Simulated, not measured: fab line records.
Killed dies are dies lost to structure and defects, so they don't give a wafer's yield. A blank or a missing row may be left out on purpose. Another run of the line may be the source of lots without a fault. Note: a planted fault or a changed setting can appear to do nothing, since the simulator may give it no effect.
Split-lot experiment + flow n5-finfet + 7 lots, 21 wafers read, on a route of 1938 steps

## ON THE SPLIT
At N5_BEOL_M14_TRENCH_ETCH_34 (etches SiO2 in C4F8/O2/Ar, target depth 556.65 nm, time 126.9 s), the setting time-s was moved away from the recipe's 126.9 s on 6 of the 21 wafers read, by -7.8% to +21.6%. The other wafers ran this setting at the recipe's value.

## FROM THE SPLIT TO THE READING: what the file shows between them, 8 steps
- N5_BEOL_M14_STRIP_70: strips in C4F8/O2/Ar
- N5_BEOL_M14_OCD_MEAS_35
- N5_BEOL_M14_SPUTTER_45: material Cu, target thk 100 nm, time 16.67 s (also split here: power-w)
- N5_BEOL_M14_ECD_47: material Cu, target thk 1248 nm
- N5_BEOL_M14_ANNEAL_48: time 90 s
- N5_BEOL_M14_CMP_49: polishes, stops on SiO2, t overpolish 5.2 s, target thk 560 nm
- N5_BEOL_M14_PRE_CLEAN_52: time 15 s
- N5_BEOL_M14_DEP_53: deposits SiCN from 3MS/NH3, target thk 50 nm, time 17.8 s

## THE READING
M14_RS (ohm/sq), read at N5_BEOL_M14_RS_MEAS_54 with a four-point probe. Fault-free wafers of this fab line usually give 0.0332 ohm/sq, standard deviation 0.00053 ohm/sq.

| wafer  | tool, chamber at the split | time-s as run, s | against the recipe | M14_RS, ohm/sq | against lot-mates on the recipe |
|--------|----------------------------|------------------|--------------------|----------------|---------------------------------|
| L074.1 | rie-diel-02, 0             | 126.9            | recipe             | 0.0334         | -                               |
| L074.3 | rie-diel-02, 1             | 126.9            | recipe             | 0.0330         | -                               |
| L074.4 | rie-diel-02, 3             | 126.9            | recipe             | 0.0324         | -                               |
| L077.2 | rie-diel-02, 0             | 126.9            | recipe             | 0.0336         | -                               |
| L077.3 | rie-diel-02, 1             | 119.2            | -6.1%              | 0.0352         | +0.0016                         |
| L077.6 | rie-diel-02, 1             | 119.2            | -6.1%              | 0.0354         | +0.0018                         |
| L078.1 | rie-diel-05, 1             | 126.9            | recipe             | 0.0332         | -                               |
| L078.2 | rie-diel-05, 3             | 126.9            | recipe             | 0.0338         | -                               |
| L078.6 | rie-diel-05, 3             | 126.9            | recipe             | 0.0337         | -                               |
| L080.2 | rie-diel-05, 1             | 126.9            | recipe             | 0.0336         | -                               |
| L080.3 | rie-diel-05, 0             | 154.3            | +21.6%             | 0.0275         | -0.0061                         |
| L080.5 | rie-diel-05, 1             | 154.3            | +21.6%             | 0.0273         | -0.0063                         |
| L082.2 | rie-diel-02, 0             | 126.9            | recipe             | 0.0336         | -                               |
| L082.3 | rie-diel-02, 2             | 126.9            | recipe             | 0.0336         | -                               |
| L082.5 | rie-diel-02, 0             | 126.9            | recipe             | 0.0337         | -                               |
| L086.1 | rie-diel-02, 3             | 126.9            | recipe             | 0.0334         | -                               |
| L086.5 | rie-diel-02, 3             | 126.9            | recipe             | 0.0335         | -                               |
| L086.6 | rie-diel-02, 1             | 117              | -7.8%              | 0.0364         | +0.0030                         |
| L095.1 | rie-diel-04, 1             | 118.2            | -6.9%              | 0.0362         | +0.0033                         |
| L095.3 | rie-diel-04, 3             | 126.9            | recipe             | 0.0329         | -                               |
| L095.4 | rie-diel-04, 0             | 126.9            | recipe             | 0.0329         | -                               |

FIT RESULTS
A straight line over all 21 wafers: M14_RS changes by -0.000293 ohm/sq for each +1% of time-s; r = -0.98; the points scatter about the line by 0.00043 ohm/sq.
The same after taking each lot's own level away (the mean of its wafers on the recipe; 21 wafers): -0.000301 ohm/sq for each +1%; r = -0.99; scatter 0.00037 ohm/sq.
According to that fit, moving time-s by its largest amount changes the reading by 0.0065 ohm/sq.
The span of the lots' own levels, 0.03290 to 0.03363 ohm/sq, comes to 1.4 times the standard deviation stated above.
So the lot-to-lot level changes the slope little: the two slopes agree.
Check: -0.00664 ohm/sq against its lot-mates is what the line predicts for one of the wafers moved furthest among these (+21.6%) when that wafer is left out of the fit. It came out at -0.0061 ohm/sq against them.

## ADDITIONAL SPLITS CARRIED BY THESE WAFERS
Before the reading, these wafers also passed through other splits. Each is held against what the fit with the lots' levels taken away leaves over:
| other split on the same wafers | wafers away from the commonest value | r with M14_RS (lot level and that fit taken away) |
|--------------------------------|--------------------------------------|---------------------------------------------------|
| N5_BEOL_M13_ETCH_59 time-s     | 8                                    | -0.14                                             |
| N5_BEOL_M14_SPUTTER_45 power-w | 8                                    | -0.08                                             |

## THE WHOLE CHAIN: every reading that the file lists as answering this split, in the file's order
| step                       | what it does                                                    | reading                                                                       | change (the file's fit)              | r (the file's) |
|----------------------------|-----------------------------------------------------------------|-------------------------------------------------------------------------------|--------------------------------------|----------------|
| N5_BEOL_M14_TRENCH_ETCH_34 | etches SiO2 in C4F8/O2/Ar, target depth 556.65 nm, time 126.9 s | etch.depth-nm (the simulator's own value, which no gauge read)                | +5.72 nm for each +1% of the setting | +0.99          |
| N5_BEOL_M14_OCD_MEAS_35    |                                                                 | trench-depth-nm                                                               | +5.69 nm for each +1% of the setting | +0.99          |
| N5_BEOL_M14_CMP_49         | polishes, stops on SiO2, t overpolish 5.2 s, target thk 560 nm  | Cu_of_BEOL_M14_ECD_47.thk-nm (the simulator's own value, which no gauge read) | +5.6 nm for each +1% of the setting  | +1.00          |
| N5_BEOL_M14_RS_MEAS_54     | measures by four-point-probe                                    | M14_RS                                                                        | -0.00031 for each +1% of the setting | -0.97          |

## FILE'S OWN FIT
M14_RS changes by -0.00031 ohm/sq for each +1% of time-s, r = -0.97.
